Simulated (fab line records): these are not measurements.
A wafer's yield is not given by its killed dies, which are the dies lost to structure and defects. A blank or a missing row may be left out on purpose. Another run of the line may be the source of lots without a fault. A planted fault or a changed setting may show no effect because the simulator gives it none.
A lot that was struck, set against a sound lot    flow nand_harc    45 out of 1302 route steps
Sound: the wafers L773.2, L773.3, L773.4. Struck: wafers L781.2, L781.3. (L781.1 of the same lot was not struck and is left out.) The cause comes at the end.
Each step with rows lists, per side, the tool, then ch with its chambers, then its first start. Under that, the readings that differ: sound wafers    struck wafers    difference of the means    sigmas: that difference in standard deviations of wafers without a fault.
alike: same words and numbers on both sides, and readings whose means sit less than 2 such deviations apart. not compared: any withheld reading, any reading some wafer has no value for, any bound like >300 that may hide the same value, and any number with overlapping values for which the record gives no deviation.
The two part at a step that has a row with sigmas, a row that says differs or no value, or rows on one side only. Numbers that have no deviation but don't overlap get no sigmas and don't part them. A reading that every wafer of one side lacks parts them only if that side has two wafers or more.

first, 3 steps without rows for these wafers: NHARC_P_ZERO_WELL_EXPOSE_21 (exposes mask P NWELL, target cd 720 nm); NHARC_P_ZERO_WELL_PEB_22 (peb time 85 s); NHARC_P_ZERO_WELL_DEVELOP_23 (time 70 s).
NHARC_P_ZERO_WELL_CD_MEAS_24: target cd 720 nm.
  sound on cd_sem-02 ch 0, day 1 22:28; struck on cd_sem-03 ch 0, day 5 06:20
  alike: cd_nm
then, 1 step without rows for these wafers: NHARC_P_ZERO_WELL_HARDBAKE_25 (time 80 s).
NHARC_P_ZERO_WELL_DESCUM_26: chemistry O2, time 3 s.
  sound on rie_diel-11 ch 0,2,3, day 1 22:38; struck on rie_diel-02 ch 0,1, day 5 06:29
reading                 sound     struck  difference  sigmas
rf_hours_counter_h (h)  42 38 32  11 14   -25         
  alike: drypump_motor_current_A, o2_flow_sccm, oes_product_au, rf_vpp_V, showerhead_plenum_p_Torr, throttle_valve_pct
then, 6 steps without rows for these wafers: NHARC_P_ZERO_WELL_IMPLANT_27; NHARC_P_ZERO_WELL_IMPLANT_57; NHARC_P_ZERO_WELL_IMPLANT_58; NHARC_P_ZERO_WELL_STRIP_28 (strips in SPM, time 840 s); NHARC_P_ZERO_WELL_DEHYDRATE_29 (time 120 s); NHARC_P_ZERO_WELL_HMDS_30 (time 30 s).
NHARC_P_ZERO_WELL_COAT_31:
  sound on litho_track-02 ch 0, day 1 23:41; struck on litho_track-05 ch 0, day 5 07:34
then, 5 steps without rows for these wafers: NHARC_P_ZERO_WELL_SOFTBAKE_32 (time 95 s); NHARC_P_ZERO_WELL_EBR_33; NHARC_P_ZERO_WELL_EXPOSE_34 (exposes mask P PWELL, target cd 720 nm); NHARC_P_ZERO_WELL_PEB_35 (peb time 85 s); NHARC_P_ZERO_WELL_DEVELOP_36 (time 70 s).
NHARC_P_ZERO_WELL_CD_MEAS_37: target cd 720 nm.
  sound on cd_sem-01 ch 0, day 1 23:58; struck on cd_sem-01 ch 0, day 5 07:59
  alike: cd_nm
then, 1 step without rows for these wafers: NHARC_P_ZERO_WELL_HARDBAKE_38 (time 80 s).
NHARC_P_ZERO_WELL_DESCUM_39: chemistry O2, time 3 s.
  sound on rie_diel-03 ch 0,1,3, day 2 00:08; struck on rie_diel-02 ch 0,3, day 5 08:10
reading                 sound     struck  difference  sigmas
rf_hours_counter_h (h)  28 29 27  15 11   -15         
  alike: drypump_motor_current_A, o2_flow_sccm, oes_product_au, rf_vpp_V, showerhead_plenum_p_Torr, throttle_valve_pct
then, 12 steps without rows for these wafers: NHARC_P_ZERO_WELL_IMPLANT_40; NHARC_P_ZERO_WELL_IMPLANT_59; NHARC_P_ZERO_WELL_IMPLANT_60; NHARC_P_ZERO_WELL_STRIP_41 (strips in SPM, time 840 s); NHARC_P_ZERO_WELL_DEHYDRATE_44 (time 120 s); NHARC_P_ZERO_WELL_HMDS_45 (time 30 s); NHARC_P_ZERO_WELL_COAT_46; NHARC_P_ZERO_WELL_SOFTBAKE_47 (time 95 s); NHARC_P_ZERO_WELL_EBR_48; NHARC_P_ZERO_WELL_EXPOSE_49 (exposes mask P HVPW, target cd 2000 nm); NHARC_P_ZERO_WELL_PEB_50 (peb time 85 s); NHARC_P_ZERO_WELL_DEVELOP_51 (time 70 s).
NHARC_P_ZERO_WELL_CD_MEAS_52: target cd 2000 nm.
  sound on cd_sem-01 ch 0, day 2 01:29; struck on cd_sem-02 ch 0, day 5 09:38
  alike: cd_nm
then, 1 step without rows for these wafers: NHARC_P_ZERO_WELL_HARDBAKE_53 (time 80 s).
NHARC_P_ZERO_WELL_DESCUM_54: chemistry O2, time 3 s.
  sound on rie_diel-11 ch 1,2,3, day 2 01:38; struck on rie_diel-02 ch 0,2, day 5 09:48
reading                 sound     struck  difference  sigmas
rf_hours_counter_h (h)  43 33 38  16 11   -24         
  alike: drypump_motor_current_A, o2_flow_sccm, oes_product_au, rf_vpp_V, showerhead_plenum_p_Torr, throttle_valve_pct
then, 5 steps without rows for these wafers: NHARC_P_ZERO_WELL_IMPLANT_55; NHARC_P_ZERO_WELL_IMPLANT_61; NHARC_P_ZERO_WELL_STRIP_56 (strips in SPM, time 840 s); NHARC_P_ZERO_WELL_PRECLEAN_68 (cleans in SC1, time 60 s); NHARC_P_ZERO_WELL_SRD_69.
NHARC_P_ZERO_WELL_RTA_42: time 300 s.
  sound on rtp_anneal-02 ch 0, day 2 02:44; struck on rtp_anneal-02 ch 0, day 5 10:47
  alike: lamp_power_pct, lamp_zone_2_pct, wafer_temp_C_max
-- a jump in the record: the struck wafers' starts before and after are 4 days apart (it breaks off in module P_ZERO_WELL and resumes in module P_CONTACT, where the first step shown is number 235 of the route) --
NHARC_P_CONTACT_DESCUM_17: chemistry O2, time 3 s.
  sound on rie_diel-12 ch 0,1,2, day 6 02:48; struck on rie_diel-12 ch 0,2, day 9 07:17
reading                     sound              struck       difference  sigmas
rf_hours_counter_h (h)      0.2 0.2 0.2        2.9 3.0      +2.8        
model.P_CONTACT.cd_nm (nm)  90.65 90.33 90.96  91.89 92.62  +1.61       
  alike: drypump_motor_current_A, o2_flow_sccm, oes_product_au, rf_vpp_V, showerhead_plenum_p_Torr, throttle_valve_pct
NHARC_P_CONTACT_ETCH_35: etches the open film in CF4, target depth 39 nm, time 65 s.
  sound on rie_diel-12 ch 0,1,3, day 6 02:53; struck on rie_diel-12 ch 0,2, day 9 07:23
reading                     sound             struck       difference  sigmas
rf_hours_counter_h (h)      0.2 0.2 0.2       2.9 3.0      +2.8        
model.P_CONTACT.cd_nm (nm)  91.24 90.5 90.86  92.21 92.85  +1.66       
  alike: drypump_motor_current_A, oes_product_au, rf_vpp_V, showerhead_plenum_p_Torr, throttle_valve_pct
-- record jumps: 19 days between struck wafers' starts before vs after; left off in module P_CONTACT, resumes in module END, first step shown is number 1302 of the route --
NHARC_END_SORT_01:
  only the struck wafers appear in the record here, on prober-01 ch 0 at day 27 22:01; the sound ones have no rows

WHERE THEY PART
Within this record, at NHARC_END_SORT_01 only.

WHY: what the simulator had put in
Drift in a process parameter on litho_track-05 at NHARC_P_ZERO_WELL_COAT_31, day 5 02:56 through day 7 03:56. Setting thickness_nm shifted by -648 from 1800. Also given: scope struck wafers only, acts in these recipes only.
